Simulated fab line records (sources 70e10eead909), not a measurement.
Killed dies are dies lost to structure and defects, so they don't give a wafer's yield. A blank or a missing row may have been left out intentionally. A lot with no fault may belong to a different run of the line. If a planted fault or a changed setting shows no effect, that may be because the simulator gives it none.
A struck lot beside a sound one || flow nandHarc || 32 steps out of a route of 1159
Sound: the wafers L245.4, L245.5, L245.6. Struck: wafer L252.3. (L252.4, L252.6 of the same lot were not struck and are left out.) The cause comes at the end.
At each step with rows: each side's tool, then ch and its chambers, then its first start. Under that, the readings that differ: sound wafers || struck wafers || difference of the means || sigmas: that difference in standard deviations of wafers without a fault.
alike: readings whose means differ by less than 2 such deviations, and words and numbers that are the same on both sides. not compared: withheld readings, readings that some wafer has no value for, bounds like >300 that may hide the same value, and numbers for which the record gives no deviation and whose values overlap.
The two part at a step that has a row with sigmas, a row that says differs or no value, or rows on one side only. Numbers that don't overlap but have no deviation are shown without sigmas and don't part them. Lack of a reading on every wafer of one side parts them only where that side has two or more wafers.

first, 8 steps without rows for these wafers: NHARC_P_M0_DESCUM_14 (chemistry O2, time 3 s); NHARC_P_M0_ETCH_34 (etches the open film in N2/H2, target depth 40 nm, overetch 12 nm, time 43.94 s); NHARC_P_M0_ETCH_15 (etches the open film in C4F8/Ar, target depth 150 nm, overetch 15 nm, time 82.5 s); NHARC_P_M0_STRIP_18 (strips in N2/H2); NHARC_P_M0_STRIP_19 (strips in post etch residue remover, time 600 s); NHARC_P_M0_DEGAS_28 (time 60 s); NHARC_P_M0_PRE_CLEAN_29 (time 30 s); NHARC_P_M0_PVD_20 (deposits TaN, target thk 5 nm, time 8.06 s).
NHARC_P_M0_PVD_21: deposits Cu, target thk 30 nm, time 20.49 s.
  sound on pvdSputter-02 at day 7 21:34; struck on pvdSputter-01 at day 10 00:35
  alike: chamberPressurePa, throttleValvePct
then, 22 steps without rows for these wafers: NHARC_P_M0_ECD_22 (material Cu, target thk 400 nm); NHARC_P_M0_ANNEAL_30 (time 90 s); NHARC_P_M0_CMP_23 (polishes, t overpolish 20 s, target thk 117.53 nm); NHARC_P_M0_SRD_25; NHARC_P_M0_PRE_CLEAN_31 (time 12 s); NHARC_P_M0_DEP_32 (deposits SiCN, target thk 30 nm); NHARC_P_M1_DEP_00 (deposits SiOC, target thk 182.5 nm); NHARC_P_M1_DEHYDRATE_01 (time 120 s); NHARC_P_M1_HMDS_02 (time 30 s); NHARC_P_M1_COAT_34 (time 65 s); NHARC_P_M1_COAT_03 (resist thk 90 nm); NHARC_P_M1_SOFTBAKE_04 (time 55 s); NHARC_P_M1_EBR_05; NHARC_P_M1_EXPOSE_06 (exposes mask P M1, target cd 130 nm); NHARC_P_M1_PEB_07 (peb time 65 s); NHARC_P_M1_DEVELOP_08 (develop time 35 s); NHARC_P_M1_DESCUM_14 (chemistry O2, time 3 s); NHARC_P_M1_ETCH_35 (etches the open film in N2/H2, target depth 40 nm, overetch 12 nm, time 43.94 s); NHARC_P_M1_ETCH_15 (etches the open film in C4F8/Ar, target depth 182.5 nm, time 91.2 s); NHARC_P_M1_STRIP_18 (strips in N2/H2); NHARC_P_M1_ETCH_28 (etches the open film in CF4/N2, target depth 30 nm, time 72.99 s); NHARC_P_M1_STRIP_19 (strips in post etch residue remover, time 600 s).
-- record jumps: 14 days between struck wafers' starts before vs after; left off in module P_M1, resumes in module END, first step shown is number 1159 of the route --
NHARC_END_SORT_01:
  sound on prober-01 ch 0, day 21 20:50; struck on prober-01 ch 0, day 24 05:51
{"reading": "defectLimitedYield (%)", "sound": "94.4 95.0 95.0", "struck": 0, "difference": -95, "sigmas": -56}
{"reading": "killedAtArray", "sound": "36 34 30", "struck": 10, "difference": -23, "sigmas": -2}
{"reading": "killedAtPeriphery", "sound": "0 0 2", "struck": 667, "difference": "+666", "sigmas": "+99 or more"}
{"reading": "killedDies", "sound": "38 34 34", "struck": 677, "difference": "+642", "sigmas": "+53"}
{"reading": "sort_bin_2_pct (%)", "sound": "1.2 1.9 1.8", "struck": 98.4, "difference": "+96.8", "sigmas": "+99 or more"}
{"reading": "sortNPass", "sound": "639 643 643", "struck": 0, "difference": -642, "sigmas": -53}
{"reading": "sortRimYieldPct (%)", "sound": "90 94 93", "struck": 0, "difference": -92, "sigmas": -30}
{"reading": "sortYieldPct (%)", "sound": "94.4 95.0 95.0", "struck": 0, "difference": -95, "sigmas": -56}
  alike: killedAtOther, killedOpen, killedShort, sort_bin_3_pct, sort_bin_4_pct

WHERE THEY PART
NHARC_END_SORT_01 only, going by this record.

WHY: whatever the simulator had introduced
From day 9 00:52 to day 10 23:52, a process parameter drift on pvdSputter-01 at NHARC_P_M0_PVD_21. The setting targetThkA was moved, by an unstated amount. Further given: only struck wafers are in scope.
